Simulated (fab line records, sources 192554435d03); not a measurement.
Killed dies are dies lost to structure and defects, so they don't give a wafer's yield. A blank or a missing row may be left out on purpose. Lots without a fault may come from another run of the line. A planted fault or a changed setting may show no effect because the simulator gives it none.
Split-lot experiment | flow n5_finfet | 7 lots, 21 wafers read, on a route of 1938 steps

THE SPLIT
At N5_GATE_CUT_ALD_22 (deposits SiNx, target thk 16 nm, pulse time 1 s, ald cycles 320), the setting ald_cycles was moved away from the recipe's 320 on 3 of the 21 wafers read, by -13.7% to +5.6%. The other wafers ran this setting at the recipe's value.

The reading is taken at the split's own step.

THE READING
SiNx_of_GATE_CUT_ALD_22.thk_nm (the simulator's own value, which no gauge read), in nm, at N5_GATE_CUT_ALD_22 (deposits SiNx, target thk 16 nm, pulse time 1 s, ald cycles 320). The file gives no usual value for it. The 18 wafers here that ran the recipe average 16.0 nm, standard deviation 0.075 nm.

wafer  | tool, chamber at the split | ald_cycles as run | against the recipe | SiNx_of_GATE_CUT_ALD_22.thk_nm, nm | against lot-mates on the recipe
L077.3 | ald_sin-03, 0,2            | 320               | recipe             | 16                                 | -
L077.4 | ald_sin-03, 0,2            | 320               | recipe             | 16                                 | -
L077.5 | ald_sin-03, 2              | 320               | recipe             | 16.2                               | -
L079.3 | ald_sin-02, 3,2            | 320               | recipe             | 16                                 | -
L079.4 | ald_sin-02, 3,2            | 320               | recipe             | 16                                 | -
L079.6 | ald_sin-02, 0              | 320               | recipe             | 16.2                               | -
L080.2 | ald_sin-03, 0              | 276               | -13.7%             | 13.6                               | -2.4
L080.3 | ald_sin-03, 2              | 276               | -13.7%             | 14                                 | -2.0
L080.6 | ald_sin-03, 0              | 320               | recipe             | 16                                 | -
L083.2 | ald_sin-04, 0,3,3          | 320               | recipe             | 16                                 | -
L083.3 | ald_sin-04, 0,3,3          | 320               | recipe             | 16                                 | -
L083.6 | ald_sin-04, 0,3,3          | 320               | recipe             | 16                                 | -
L087.3 | ald_sin-04, 3,1,0          | 320               | recipe             | 16                                 | -
L087.4 | ald_sin-04, 3,1,0          | 320               | recipe             | 16                                 | -
L087.5 | ald_sin-04, 3,1,0          | 320               | recipe             | 16                                 | -
L090.2 | ald_sin-02, 1,0            | 320               | recipe             | 16                                 | -
L090.4 | ald_sin-02, 1,0            | 320               | recipe             | 16                                 | -
L090.6 | ald_sin-02, 3              | 338               | +5.6%              | 16.8                               | +0.8
L094.2 | ald_sin-04, 3              | 320               | recipe             | 16.2                               | -
L094.4 | ald_sin-04, 1,2            | 320               | recipe             | 16                                 | -
L094.6 | ald_sin-04, 1,2            | 320               | recipe             | 16                                 | -
Where a row lists several chambers, the file gives one row for several wafers and doesn't say which wafer went through which chamber.

THE FIT
A straight line over all 21 wafers: SiNx_of_GATE_CUT_ALD_22.thk_nm changes by +0.16 nm for each +1% of ald_cycles; r = +0.99; the points scatter about the line by 0.1 nm.
The same after taking each lot's own level away (the mean of its wafers on the recipe; 21 wafers): +0.158 nm for each +1%; r = +0.99; scatter 0.094 nm.
On that fit, the largest move of ald_cycles shifts the reading by 2.2 nm.
The lots' own levels span 16.00 to 16.07 nm, that is 0.9 times the standard deviation above.
So the lot-to-lot level changes the slope little: the two slopes agree.
Check: with one of the wafers moved furthest among these (-13.7%) left out of the fit, the line predicts -1.99 nm for it against its lot-mates. It came out at -2.4 nm against them.

OTHER SPLITS ON THESE WAFERS
These wafers also went through other splits before the reading. Each is held against what the fit with the lots' levels taken away leaves over:
other split on the same wafers | wafers away from the commonest value | r with SiNx_of_GATE_CUT_ALD_22.thk_nm (lot level and that fit taken away)
N5_FIN_CUT_ETCH_21 bias_w      | 7                                    | +0.00
N5_DUMMY_GATE_COAT_28 spin_rpm | 6                                    | +0.19
N5_SD_ACTIVATION_LSA_01 temp_c | 5                                    | -0.18
N5_SDB_COAT_05 spin_rpm        | 7                                    | +0.18
N5_HKMG_FIN_ETCH_55 bias_w     | 4                                    | -0.06

THE FILE'S OWN FIT
SiNx_of_GATE_CUT_ALD_22.thk_nm changes by +0.157 nm for each +1% of ald_cycles, r = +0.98.
